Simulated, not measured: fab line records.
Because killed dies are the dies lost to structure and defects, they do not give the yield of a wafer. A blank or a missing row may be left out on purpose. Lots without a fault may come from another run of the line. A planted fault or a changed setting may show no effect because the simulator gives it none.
fab line records ; flow nandHarc
[record] lots = 6; wafers = 17; lastDay = 24
route steps=1159 shown A_M0@996 END@1159
lots that met no fault: from a run of the same line without faults
startH: hours from the record's opening day to when the first of the lot's shown wafers began ; waitH: hours elapsed since this lot's preceding step ; " the same as in the row above ; L1.1+2: several wafers, shown together as one row ; - no value, or no start given ; * or withheld: withheld ; < > ~ a bound
route shown NAME@n: names a module that has steps shown in the file, with the first one's number in the route ; usual: the fault-free wafers' mean and standard deviation ; same: alike in all rows ; chamber/n: place in a boat ; sites: each site's reading ; _std_site: the standard deviation of these ; _edge_site: the outer-site mean with the inner-site mean subtracted ; radiusMm: how far each site lies from the wafer's centre ; mask NAME#n: copy n ; behind: the most recent tool/chamber to have shaped the wafer ; hold: the reason the lot was held/the length of the hold in hours/how it ended ; device: transistor that didn't switch, given as n, p or np ; end of line: tests of these same wafers at the route's end ; a step with no rows: only its recipe ; killed: dies lost to structure and defects at the first sort, not the wafer's yield ; map: shows each die of a wafer: x if killed, . if not, _ if none is there
set.NAME: the setting that was run; set.NAME@STEP: the one run at that earlier step ; model.NAME: the simulator's own value behind a step, which no gauge read
a table for each step, a row for each wafer; lots at some steps of the route
services: when a tool's chamber went out of use (startH, in hours from the record's first day, below 0 if earlier), for how many hours, and the reason
[[steps]]
[step NHARC_A_M0_HMDS_02]
[recipe] timeS = 30
[step NHARC_A_M0_COAT_33]
[recipe] tempC = 200; timeS = 65
[step NHARC_A_M0_COAT_03]
[recipe] spinRpm = 1500; resistThkNm = 90
[step NHARC_A_M0_SOFTBAKE_04]
[recipe] tempC = 105; timeS = 55
[step NHARC_A_M0_EBR_05]
[step NHARC_A_M0_EXPOSE_06]
[recipe] na = 1.35; targetCdNm = 80; doseMj = 83.25; maskId = A_M0
[step NHARC_A_M0_PEB_07]
[recipe] pebTempC = 100; pebTimeS = 65
[step NHARC_A_M0_DEVELOP_08]
[recipe] developTimeS = 35; devTempC = 23
[step NHARC_A_M0_CD_MEAS_09]
[recipe] targetCdNm = 80; landingEnergyEv = 500
[usual] cdNm = 80.1/0.71
[same] landingEnergyEv = 500
lot.wafer;tool;chamber;startH;waitH;cdNm
L474.2;cdSem-02;0;409.04;-;79.6
L474.5;cdSem-02;0;409.04;-;79.2
L474.6;cdSem-02;0;409.04;-;79.5
L477.1;cdSem-02;0;446.19;-;80.9
L477.5;cdSem-02;0;446.19;-;80.5
L477.6;cdSem-02;0;446.19;-;80.6
L488.1;cdSem-01;0;502.01;-;80.0
L488.2;cdSem-01;0;502.01;-;80.8
L488.4;cdSem-01;0;502.01;-;80.5
L489.2;cdSem-02;0;514.63;-;80.8
L489.4;cdSem-02;0;514.63;-;81.4
L491.3;cdSem-03;0;522.41;-;80.1
L491.4;cdSem-03;0;522.41;-;80.7
L491.6;cdSem-03;0;522.41;-;80.3
L494.1;cdSem-03;0;544.44;-;80.9
L494.2;cdSem-03;0;544.44;-;79.9
L494.6;cdSem-03;0;544.44;-;79.0
[step NHARC_A_M0_OVL_MEAS_10]
[recipe] pitchNm = 160
[usual] overlayXNm = 0.0/0.89; overlayYNm = -0.1/0.87
lot.wafer;tool;chamber;startH;waitH;overlayXNm;overlayYNm
L474.2;overlay-01;-;409.14;-;0.7;-1.4
L474.5;overlay-01;-;409.14;-;0.4;-1.1
L474.6;overlay-01;-;409.14;-;0.0;-0.8
L477.1;overlay-02;-;446.29;-;-1.0;-1.0
L477.5;overlay-02;-;446.29;-;-0.8;-0.7
L477.6;overlay-02;-;446.29;-;-1.4;-0.7
L488.1;overlay-02;-;502.10;-;-0.1;0.3
L488.2;overlay-02;-;502.10;-;-0.1;0.5
L488.4;overlay-02;-;502.10;-;0.4;0.7
L489.2;overlay-02;-;514.72;-;1.6;-0.6
L489.4;overlay-02;-;514.72;-;1.7;-0.4
L491.3;overlay-02;-;522.49;-;0.7;0.0
L491.4;overlay-02;-;522.49;-;0.7;-0.4
L491.6;overlay-02;-;522.49;-;1.3;0.1
L494.1;overlay-01;-;544.53;-;-0.3;-0.1
L494.2;overlay-01;-;544.53;-;0.3;-0.5
L494.6;overlay-01;-;544.53;-;0.0;0.1
[step NHARC_A_M0_INSPECT_11]
[usual] rawDefectCount = 32/17
lot.wafer;tool;chamber;startH;waitH;rawDefectCount
L474.2;defectInspect-02;-;409.17;0.0;29
L474.5;defectInspect-02;-;409.17;0.0;36
L474.6;defectInspect-02;-;409.17;0.0;26
L477.1;defectInspect-01;-;446.33;0.0;30
L477.5;defectInspect-01;-;446.33;0.0;23
L477.6;defectInspect-01;-;446.33;0.0;26
L488.1;defectInspect-02;-;502.14;0.0;26
L488.2;defectInspect-02;-;502.14;0.0;29
L488.4;defectInspect-02;-;502.14;0.0;37
L489.2;defectInspect-01;-;514.76;0.0;38
L489.4;defectInspect-01;-;514.76;0.0;48
L491.3;defectInspect-02;-;522.53;0.0;81
L491.4;defectInspect-02;-;522.53;0.0;69
L491.6;defectInspect-02;-;522.53;0.0;72
L494.1;defectInspect-02;-;544.56;0.0;40
L494.2;defectInspect-02;-;544.56;0.0;35
L494.6;defectInspect-02;-;544.56;0.0;42
[step NHARC_A_M0_DESCUM_14]
[recipe] timeS = 3; o2FlowSccm = 200; arFlowSccm = 0; biasPowerW = 0; chemistry = O2
[usual] chamberPressureMTorr = 60.00/0.048; drypumpMotorCurrentA = 5.8/0.55; oesProductAu = 0.995/0.01; rfVppV = 57.9/0.92; showerheadPlenumPTorr = 1.94/0.079; throttleValvePct = 11.312/0.0086
lot.wafer;tool;chamber;startH;waitH;chamberPressureMTorr;drypumpMotorCurrentA;oesProductAu;rfHoursCounterH;rfVppV;showerheadPlenumPTorr;throttleValvePct
L474.2;rieDiel-03;1;409.24;0.1;59.93;4.8;1.014;1.0;57.3;1.78;11.301
L474.5;rieDiel-03;0;409.24;0.1;59.99;6.1;1.019;-;58.6;1.99;11.314
L474.6;rieDiel-03;1;409.24;0.1;59.96;4.9;0.997;-;57.5;1.78;11.315
L477.1;rieDiel-12;0;446.41;0.1;59.97;5.8;0.987;5.0;58.0;1.99;11.305
L477.6;rieDiel-12;1;446.41;0.1;60.00;4.9;1.000;-;56.9;1.92;11.304
L477.5;rieDiel-12;2;446.41;0.1;60.05;5.4;0.985;-;57.7;2.05;11.322
L488.4;rieDiel-03;2;502.20;0.1;60.01;5.9;0.999;6.0;58.8;1.95;11.307
L488.1;rieDiel-03;0;502.20;0.1;60.00;6.1;0.995;7.5;56.0;1.98;11.309
L488.2;rieDiel-03;1;502.20;0.1;59.99;4.8;0.986;7.4;57.8;1.77;11.315
L489.4;rieDiel-03;2;514.82;0.1;59.92;5.9;0.992;7.2;58.3;1.95;11.314
L489.2;rieDiel-03;1;514.82;0.1;59.99;4.8;0.985;8.4;56.4;1.77;11.321
L491.3;rieDiel-07;3;522.59;0.1;60.05;6.1;0.994;7.1;57.4;1.85;11.306
L491.4;rieDiel-07;0;522.59;0.1;60.05;6.8;1.003;7.7;57.7;1.91;11.319
L491.6;rieDiel-07;0;522.59;0.1;59.97;6.8;0.988;-;57.6;1.91;11.306
L494.2;rieDiel-07;0;544.63;0.1;59.96;6.7;0.999;9.3;56.8;1.91;11.322
L494.1;rieDiel-07;1;544.63;0.1;60.02;5.9;0.998;9.3;58.8;2.01;11.297
L494.6;rieDiel-07;0;544.63;0.1;60.09;6.7;0.996;-;56.6;1.91;11.307
[step NHARC_A_M0_ETCH_34]
[recipe] targetDepthA = 400; overetchA = 120; timeS = 43.94; ionEnergyEv = 200; n2FlowSccm = 150; h2FlowSccm = 150; arFlowSccm = 0; rfW = 400; biasW = 150; chemistry = N2/H2
[usual] chamberPressureMTorr = 30.001/0.027; drypumpMotorCurrentA = 5.8/0.55; h2FlowSccm = 150.0/0.43; oesProductAu = 0.997/0.0096; rfVppV = 431.3/2.4; showerheadPlenumPTorr = 2.07/0.086; throttleValvePct = 14.171/0.0098
lot.wafer;tool;chamber;startH;waitH;chamberPressureMTorr;drypumpMotorCurrentA;h2FlowSccm;oesProductAu;rfHoursCounterH;rfVppV;showerheadPlenumPTorr;throttleValvePct
L474.2;rieDiel-03;3;409.33;0.1;29.995;5.6;150.4;0.994;0.5;429.4;1.98;14.180
L474.6;rieDiel-03;0;409.33;0.1;30.015;6.1;149.1;1.007;-;432.5;2.12;14.162
L474.5;rieDiel-03;1;409.33;0.1;30.006;4.9;150.4;1.003;-;426.3;1.89;14.168
L477.1;rieDiel-12;2;446.49;0.1;29.929;5.4;150.2;0.976;3.6;435.4;2.19;14.172
L477.5;rieDiel-12;2;446.49;0.1;30.003;5.4;149.6;0.982;-;434.4;2.19;14.166
L477.6;rieDiel-12;0;446.49;0.1;30.014;5.8;150.0;0.983;-;433.1;2.12;14.191
L488.4;rieDiel-03;2;502.29;0.1;30.017;5.9;149.7;0.993;6.0;431.3;2.07;14.176
L488.1;rieDiel-03;3;502.29;0.1;29.983;5.6;149.7;0.993;6.5;428.9;1.98;14.168
L488.2;rieDiel-03;0;502.29;0.1;29.949;6.1;150.4;0.836;7.5;432.2;2.12;14.153
L489.2;rieDiel-03;0;514.92;0.1;29.984;6.1;149.8;0.835;8.4;433.1;2.12;14.177
L489.4;rieDiel-03;1;514.92;0.1;30.011;4.9;150.1;0.994;8.5;426.6;1.89;14.168
L491.4;rieDiel-07;1;522.68;0.1;29.957;5.8;150.4;0.999;7.5;432.3;2.15;14.164
L491.3;rieDiel-07;2;522.68;0.1;30.047;6.3;150.2;1.008;6.9;433.5;2.13;14.173
L491.6;rieDiel-07;3;522.68;0.1;29.985;6.1;149.5;0.988;-;427.7;1.97;14.180
L494.2;rieDiel-07;0;544.71;0.1;30.008;6.7;150.1;0.999;9.3;430.1;2.04;14.176
L494.1;rieDiel-07;2;544.71;0.1;29.984;6.3;149.2;0.984;8.8;433.3;2.13;14.190
L494.6;rieDiel-07;0;544.71;0.1;29.949;6.7;150.0;0.998;-;430.4;2.04;14.172
[step NHARC_A_M0_ETCH_15]
[recipe] targetDepthA = 1500; overetchA = 150; timeS = 82.5; c4f8FlowSccm = withheld; arFlowSccm = 400; rfW = 600; biasW = 300; chemistry = C4F8/Ar
[usual] chamberPressureMTorr = 24.999/0.023; oesProductAu = 0.953/0.021; rfVppV = 441.7/2.6
lot.wafer;tool;chamber;startH;waitH;chamberPressureMTorr;oesProductAu;rfHoursCounterH;rfVppV
L474.2;rieDiel-03;0;-;-;24.964;0.977;1.0;442.9
L474.6;rieDiel-03;3;-;-;25.006;0.981;-;439.9
L474.5;rieDiel-03;0;-;-;24.999;0.980;-;441.9
L477.1;rieDiel-12;0;-;-;25.004;0.959;5.1;444.4
L477.5;rieDiel-12;2;-;-;24.979;0.946;-;445.9
L477.6;rieDiel-12;0;-;-;24.983;0.952;-;444.8
L488.1;rieDiel-03;2;-;-;25.041;0.950;6.0;442.4
L488.2;rieDiel-03;3;-;-;24.991;0.943;6.6;438.6
L488.4;rieDiel-03;0;-;-;24.985;0.970;7.5;442.1
L489.4;rieDiel-03;3;-;-;24.959;0.921;7.7;439.0
L489.2;rieDiel-03;2;-;-;24.979;0.923;7.3;440.4
L491.4;rieDiel-07;2;-;-;25.019;0.928;6.9;442.5
L491.3;rieDiel-07;3;-;-;25.035;0.909;7.1;439.3
L491.6;rieDiel-07;1;-;-;24.991;0.922;-;443.4
L494.1;rieDiel-07;1;-;-;24.998;0.974;9.3;443.1
L494.2;rieDiel-07;2;-;-;25.015;0.973;8.8;441.3
L494.6;rieDiel-07;2;-;-;25.034;0.972;-;443.7
[step NHARC_END_SORT_01]
[recipe] tempC = 25
[usual] killedAtArray = 29/13; killedAtOther = 0.7/1; killedAtPeriphery = 3.2/2.3; killedDies = 33/13; killedOpen = 3.3/1.7; killedShort = 2.0/1.5
[same] grossDies = 677
lot.wafer;tool;chamber;startH;waitH;killedAtArray;killedAtOther;killedAtPeriphery;killedDies;killedOpen;killedShort
L494.1;prober-01;0;580.35;2.5;26;3;2;31;0;1
L494.2;prober-01;0;581.15;2.8;33;1;7;41;3;5
L494.6;prober-01;0;584.31;4.0;37;0;4;41;4;1
// killed by level:class
L494.1 A_SLIT:chamberFilmFlake=14 A_CHANNEL_HOLE_D1:chamberFilmFlake=11 THIN_TSV:chamberFilmFlake=3 A_SLIT:geometricParticle:short=1 P_STI:chamberFilmFlake=1 P_BONDPAD:chamberFilmFlake=1
L494.2 A_SLIT:chamberFilmFlake=19 A_CHANNEL_HOLE_D1:chamberFilmFlake=5 A_STAIRCASE:chamberFilmFlake=3 P_BONDPAD:chamberFilmFlake=2 P_M0:geometricParticle:open=1 P_M0:geometricParticle:short=1 A_CHANNEL_HOLE_D1:geometricParticle:open=1 A_CHANNEL_FILL_D1:geometricParticle:short=1
L494.6 A_SLIT:chamberFilmFlake=20 A_CHANNEL_HOLE_D1:chamberFilmFlake=10 A_STAIRCASE:chamberFilmFlake=2 P_M0:geometricParticle:open=1 A_ONON_D1:geometricParticle:open=1 A_CHANNEL_FILL_D1:geometricParticle:short=1 A_WL_FILL:geometricParticle:open=1 A_CONTACT:geometricParticle:open=1
[[services]]
tool;chamber;startH;hours;kind
rieDiel-07;2;385.39;3.9;repair
rieDiel-12;2;385.89;6.0;repair
rieDiel-03;-;392.30;9.0;pm
rieDiel-03;0;392.30;9.0;ventCycle
rieDiel-03;1;392.30;9.0;ventCycle
rieDiel-03;2;392.30;9.0;ventCycle
rieDiel-03;3;392.30;9.0;ventCycle
rieDiel-03;0;401.30;-;clean
rieDiel-03;1;401.30;-;clean
rieDiel-03;2;401.30;-;clean
rieDiel-03;3;401.30;-;clean
rieDiel-07;-;405.20;9.0;pm
rieDiel-03;-;408.10;0.9;repair
rieDiel-03;0;425.80;-;clean
rieDiel-03;1;425.80;-;clean
rieDiel-03;2;425.80;-;clean
rieDiel-03;3;425.80;-;clean
rieDiel-03;2;443.81;3.2;repair
rieDiel-12;3;444.34;2.6;repair
rieDiel-03;0;450.30;-;clean
rieDiel-03;1;450.30;-;clean
rieDiel-03;2;450.30;-;clean
rieDiel-03;3;450.30;-;clean
rieDiel-07;-;471.95;0.6;repair
[[key]]
[firstSign] step = NHARC_A_M0_ETCH_34; reading = oesProductAu; direction = down; sigmas = 17; usual = 0.997; struck = 0.835
effect none on later readings
metAt NHARC_A_M0_ETCH_34
struckWafers L488.2,L489.2
testerLeftOut L489
onsetBetween 409.33 502.29
[earlierFault] kind = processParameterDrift; tool = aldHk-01; chamber = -; onsetH = 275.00; steps = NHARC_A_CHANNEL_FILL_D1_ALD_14; channel = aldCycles; offset = 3; shape = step; endH = 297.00; scope = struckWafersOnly; actsIn = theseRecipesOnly; stated = 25
[fault] kind = processParameterDrift; tool = rieDiel-03; chamber = -; onsetH = 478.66; steps = NHARC_A_M0_ETCH_34; channel = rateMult; offset = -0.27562; shape = step; endH = 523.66; scope = struckWafersOnly
// testerLeftOut: of these lots the tester's yield and bins aren't shown, on N5 and GAA mostly nor the transistor test; their killed dies are dies lost to structure and defects alone, not to doping, threshold or leakage, so they don't give the yield
